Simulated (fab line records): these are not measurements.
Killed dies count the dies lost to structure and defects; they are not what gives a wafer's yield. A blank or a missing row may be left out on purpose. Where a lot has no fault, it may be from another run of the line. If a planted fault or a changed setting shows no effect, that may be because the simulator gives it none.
Matching of chambers :: flow nand_harc :: 3 sister chambers for NHARC_A_STAIRCASE_DEP_325 on pecvd-01
The step deposits SiO2, target thk 3800 nm. 6 wafers are shown with their chamber, then 11 later ones without.

== WAFERS WITH THEIR CHAMBER ==
wafer: L086.1
chamber: 0
heater_power_w (W): 752

wafer: L086.6
chamber: 0
heater_power_w (W): 669

wafer: L092.1
chamber: 2
heater_power_w (W): 670

wafer: L092.2
chamber: 1
heater_power_w (W): 570

wafer: L092.6
chamber: 2
heater_power_w (W): 526

wafer: L091.1
chamber: 1
heater_power_w (W): 502

== WAFERS MISSING THEIR CHAMBER ==
wafer: L091.2
heater_power_w (W): 571

wafer: L091.3
heater_power_w (W): 796

wafer: L093.1
heater_power_w (W): 775

wafer: L093.3
heater_power_w (W): 598

wafer: L093.6
heater_power_w (W): 648

wafer: L096.1
heater_power_w (W): 613

wafer: L096.2
heater_power_w (W): 811

wafer: L096.6
heater_power_w (W): 495

wafer: L097.3
heater_power_w (W): 618

wafer: L097.4
heater_power_w (W): 484

wafer: L097.6
heater_power_w (W): 518

== WHICH CHAMBER EACH ONE RAN IN ==
wafer: L091.2
from the rows above: can't be placed: 2 or 1 or 0
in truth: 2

wafer: L091.3
from the rows above: can't be placed: 0 or 2
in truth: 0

wafer: L093.1
from the rows above: can't be placed: 0 or 2
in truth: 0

wafer: L093.3
from the rows above: can't be placed: 2 or 1 or 0
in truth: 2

wafer: L093.6
from the rows above: can't be placed: 2 or 0 or 1
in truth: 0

wafer: L096.1
from the rows above: can't be placed: 2 or 1 or 0
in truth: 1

wafer: L096.2
from the rows above: can't be placed: 0 or 2
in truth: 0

wafer: L096.6
from the rows above: can't be placed: 1 or 2
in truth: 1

wafer: L097.3
from the rows above: can't be placed: 2 or 1 or 0
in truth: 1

wafer: L097.4
from the rows above: can't be placed: 1 or 2
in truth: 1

wafer: L097.6
from the rows above: can't be placed: 1 or 2
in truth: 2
0 of 11 placed correctly. These rows do not allow placing 11 (true chamber among the candidates in 11). Wrongly placed: 0.
How it was worked out, from the rows above alone: a wafer's distance from a chamber is the root of the sum, over the readings, of the square of ((its reading less the chamber's mean) divided by the reading's scatter). If the next closest chamber is less than 2 further off than the closest, the wafer can't be placed; otherwise it belongs to the closest. The mean given for a chamber averages the wafers shown for that chamber. The scatter: take each reading less its chamber's mean, square it, sum over the shown wafers, divide by the number of wafers less the number of chambers, and take the root.
